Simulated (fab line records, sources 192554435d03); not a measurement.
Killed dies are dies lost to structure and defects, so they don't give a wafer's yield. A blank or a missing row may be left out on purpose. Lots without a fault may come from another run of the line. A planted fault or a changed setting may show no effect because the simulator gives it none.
Problem report in the 8D (eight disciplines) form, filled by code | flow n5_finfet | the parts of the form that need people (team, actions taken, sign-off) are left out

1. THE PROBLEM
trench_depth_nm at N5_BEOL_M4_OCD_MEAS_38 reads a mean of 73.4 nm on 3 wafers of 2 lots; wafers without a fault read 55.6 nm with a standard deviation of 1.2. That is +15 standard deviations from the usual mean.
First seen on wafer L264.1, day 13 05:13, on ocd-02. The record holds 24 wafers of 9 lots with a number at this step. Rule for "out", or "out of limits": more than 4 standard deviations from the usual mean. The other wafers with a number count as sound.

2. WHAT IT IS AND WHAT IT IS NOT
question                    | is                     | is not
which readings at this step | trench_depth_nm        | -
which lots                  | L264, L265             | L246, L248, L249, L250, L251, L253, L257
which wafers of those lots  | L264.1, L264.3, L265.1 | L265.2
read on which gauges        | ocd-01, ocd-02         | -
when                        | from day 13 05:13      | up to then (20 sound wafers); but 1 sound wafer of L265 came after

3. SUSPECTS, AND WHAT RULES EACH OUT
Counting: a tool at a process step up to the reading stays a suspect if it ran every lot that is out. Sound lots after the first of them don't rule it out here, since some wafers of a struck lot are sound.
- the gauge at N5_BEOL_M4_OCD_MEAS_38: ruled out. The wafers that are out were read on 2 gauges (ocd-01, ocd-02).
- rie_diel-04 at N5_BEOL_M4_STRIP_36 (strips in N2/H2): kept. It ran every lot that is out, first L264 (day 13 05:01); its last sound lot up to then is L251 (day 9 08:07).
- rie_diel-04 at N5_BEOL_M4_TRENCH_ETCH_37 (etches SiOC in C4F6/O2, target depth 55.555 nm, time 29.2 s): kept. It ran every lot that is out, first L264 (day 13 05:04); its last sound lot up to then is L251 (day 9 08:09).
- Within rie_diel-04 at N5_BEOL_M4_STRIP_36: the wafers that are out ran in chambers 0, 2; their sound lot-mates ran in chamber 3.
- Within rie_diel-04 at N5_BEOL_M4_TRENCH_ETCH_37: the wafers that are out ran in chambers 0, 2; their sound lot-mates ran in chamber 3.
Left after counting: rie_diel-04 at N5_BEOL_M4_STRIP_36, rie_diel-04 at N5_BEOL_M4_TRENCH_ETCH_37.

4. THE CAUSE (what the simulator had put in)
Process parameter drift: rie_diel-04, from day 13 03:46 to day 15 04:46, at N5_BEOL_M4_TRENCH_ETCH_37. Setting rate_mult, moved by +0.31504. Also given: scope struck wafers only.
Counting left 2 suspects, and this tool is among them.

5. THE CHAIN OF EFFECTS, in route order
Each row: a reading whose mean over the struck wafers that have a number lies more than 3 standard deviations from the usual. Only readings for which the record gives a usual standard deviation are gone through. hours: the time from each lot's start at the first step in this table that gives one to its start at this step, as a median over the lots. sigmas: the change in usual standard deviations.
hours | step                   | reading          | usual       | on struck wafers | change | sigmas
0     | N5_BEOL_M4_OCD_MEAS_38 | trench_depth_nm  | 55.6 nm     | 73.4             | +17.8  | +15
4     | N5_BEOL_M4_THK_MEAS_53 | M4_THK           | 39.4 nm     | 57.3             | +17.9  | +11
4     | N5_BEOL_M4_RS_MEAS_58  | M4_RS            | 0.68 ohm/sq | 0.43             | -0.25  | -6.8
4     | N5_BEOL_M4_RC_MEAS_101 | SERP_M4          | 197 ohm/um  | 134              | -63    | -3.7
4     | N5_BEOL_M4_RC_MEAS_101 | SERP_M4_max_site | 211 ohm/um  | 146              | -65    | -3.4
Later measuring or inspecting steps at which every struck wafer that the step has a row for has a number for every such reading, and none has moved that far: N5_BEOL_M4_CD_MEAS_35.

6. WHAT WOULD HAVE CAUGHT IT SOONER
In this record the first reading out of limits at a measuring or inspecting step was taken at day 13 05:13, 1 hour after the fault began at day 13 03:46.
Of the tool readings at N5_BEOL_M4_TRENCH_ETCH_37 for which the record gives a usual standard deviation, none was out on any struck wafer, so an alarm limit of 4 standard deviations on them would not have fired.
Of the lots that are out (2), L265 began N5_BEOL_M4_TRENCH_ETCH_37 on rie_diel-04 after day 13 05:13. A hold on the tool at that time would have spared it.
